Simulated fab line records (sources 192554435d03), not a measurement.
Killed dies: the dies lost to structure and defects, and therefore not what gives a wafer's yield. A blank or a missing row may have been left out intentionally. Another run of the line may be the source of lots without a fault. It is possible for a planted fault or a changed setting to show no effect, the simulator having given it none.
3 desks looking at one fault ; flow n5 finfet ; each desk holds nothing but its own numbers, with what lay behind them at the end

== THE METROLOGY DESK ==
What the gauges read, lot by lot, whatever tool the lot ran on: means of the sampled wafers that have a number. The brackets show how far a lot's mean lies from the usual mean; more than 4 standard deviations puts the lot out of limits, marked OUT. Only the readings that lie furthest out on some lot appear, 7 of the 12 it has.
Columns: A = DIBL_N at N5_BEOL_M4_RC_MEAS_101, usual 36.3 mV/V; B = IOFF_N at N5_BEOL_M4_RC_MEAS_101, usual 0.16 nA/um; C = IOFF_P at N5_BEOL_M4_RC_MEAS_101, usual 0.21 nA/um; D = ION_P at N5_BEOL_M4_RC_MEAS_101, usual 461 uA/um; E = SS_P at N5_BEOL_M4_RC_MEAS_101, usual 73.3 mV/dec; F = VT_N at N5_BEOL_M4_RC_MEAS_101, usual 251 mV; G = VT_P at N5_BEOL_M4_RC_MEAS_101, usual -251 mV
lot;first seen here;A;B;C;D;E;F;G
L885;day 6 23:50;36.0;0.15;0.21;466;73.3;251;-250
L902;day 10 21:17;37.1;0.15;0.20;460;73.3;252;-252
L900;day 11 02:48;36.8;0.16;0.22;460;73.3;250;-248
L905;day 11 19:08;34.4;0.12;0.14;450;72.7;255;-259
L906;day 12 02:13;36.8;0.14;0.19;454;73.4;253;-253
L907;day 12 13:58;35.5;0.12;0.16;455;72.5;256;-255
This desk's finding: nothing out of limits on any of the 6 lots.

== FOR THE TOOL OWNER'S DESK: rie diel-01 ==
The tool's own readings at N5_BEOL_M3_VIA_ETCH_34 (etches the open film in C4F6/O2, target depth 69.4 nm, time 65.9 s): means of the sampled wafers that have a number, for each lot that ran on this tool. The brackets show how far a lot's mean lies from the usual mean; more than 4 standard deviations puts the lot out of limits, marked OUT.
Columns: A = bias w at N5_BEOL_M3_VIA_ETCH_34, usual 170.0 W; B = drypump motor current A at N5_BEOL_M3_VIA_ETCH_34, usual 5.7 A; C = mfc ar sccm at N5_BEOL_M3_VIA_ETCH_34, usual 299.9 sccm; D = oes product au at N5_BEOL_M3_VIA_ETCH_34, usual 0.78 a.u.; E = rf vpp V at N5_BEOL_M3_VIA_ETCH_34, usual 663 V; F = showerhead plenum p Torr at N5_BEOL_M3_VIA_ETCH_34, usual 2.83 Torr; G = throttle valve pct at N5_BEOL_M3_VIA_ETCH_34, usual 30.63 %
lot;first seen here;A;B;C;D;E;F;G
L902;day 10 21:47;170.0;5.5;299.9;0.84;664;2.87;30.86
L900;day 11 04:26;187.7 (+33) OUT;5.0;299.5;0.97;717;2.80;30.89
L905;day 11 20:03;187.7 (+33) OUT;5.2;300.2;0.85;708;2.86;30.87
This desk's finding: out of limits on L900, L905; first on L900, day 11 04:26 (bias w at N5_BEOL_M3_VIA_ETCH_34). Within limits: L902.

== THE DEFECT DESK ==
For each lot, the counts of the inspections along the route, averaged over the sampled wafers that have a number. The brackets show how far a lot's mean lies from the usual mean; more than 4 standard deviations puts the lot out of limits, marked OUT.
Columns: A = raw defect count at N5_BEOL_M3_INSPECT_30, usual 394
lot;first seen here;A
L885;day 6 23:55;419
L902;day 10 21:22;383
L900;day 11 02:53;446
L905;day 11 19:13;426
L906;day 12 02:19;298
L907;day 12 14:03;378
This desk's finding: nothing out of limits on any of the 6 lots.

== ALL TOGETHER ==
The tool owner's desk had the chance to raise an alarm at day 11 04:26 on L900, L905.
The metrology desk saw nothing out of limits.
No out-of-limits result turned up at the defect desk.
The metrology desk has L900, L905 on record, within its limits.
The defect desk has L900, L905 on record, within its limits.
Of the lots named, all ran N5_BEOL_M3_VIA_ETCH_34 on rie diel-01.

== WHAT THE SIMULATOR HAD PUT IN ==
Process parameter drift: rie diel-01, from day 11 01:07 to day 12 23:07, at N5_BEOL_M3_VIA_ETCH_34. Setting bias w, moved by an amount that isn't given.
Struck lots among those shown: L900, L905.
Time in hours from fault onset to the first out-of-limits reading at each desk: the tool owner's desk, 3.
